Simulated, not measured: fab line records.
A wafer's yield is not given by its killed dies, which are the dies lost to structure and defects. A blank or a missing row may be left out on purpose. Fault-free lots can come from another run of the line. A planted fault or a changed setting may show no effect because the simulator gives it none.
Which tool is to blame? ; flow n5Finfet ; 12 lots, 36 wafers sampled, at 1 step of a route of 1938

== WHAT EACH GAUGE READ, for each wafer ==
N5_BEOL_M3_CD_MEAS_28: target cd 25.7 nm, target cd y 23.3 nm.
lot;measured;on;cdNm (nm)
L075;day 7 05:15;cdSem-02;25.45 25.26 25.75
L076;day 7 15:30;cdSem-01;25.61 25.18 26.06
L080;day 8 04:39;cdSem-02;25.66 25.75 25.63
L081;day 8 19:43;cdSem-02;25.69 25.67 25.42
L083;day 9 14:10;cdSem-03;26.12 26.17 26.20
L084;day 9 16:43;cdSem-03;25.56 25.61 25.63
L087;day 10 07:04;cdSem-02;25.83 25.98 25.75
L088;day 10 13:40;cdSem-03;25.86 25.49 25.83
L091;day 11 08:55;cdSem-01;25.87 25.43 25.52
L093;day 11 23:15;cdSem-02;25.42 25.58 25.16
L096;day 12 13:06;cdSem-01;25.44 25.96 25.66
L097;day 12 19:33;cdSem-02;25.51 25.93 25.73

== EACH LOT AND THE TOOL THAT RAN IT (in order: tool; ch and the chambers of the sampled wafers; start) ==
Record: no process step prior to these readings.

== THE ANSWER, worked out from the rows above alone ==
Rule: the lots themselves supply what counts as usual. Put in order of their means at a reading, lots are off if they are a third of the lots or fewer, leave a main group of 4 or more, and stand apart from it by a gap of 3 or more times the standard deviation of the main group's means; of several such gaps the widest counts. Not used: any main group whose means are identical at the precision the tables above print for the reading. Also off: a lot with no number at a reading for which 4 or more lots have one. The other lots that the step has rows for count as sound.
No lot is off at any reading shown: from this, nothing can be told.

== WHAT THE SIMULATOR PUT IN ==
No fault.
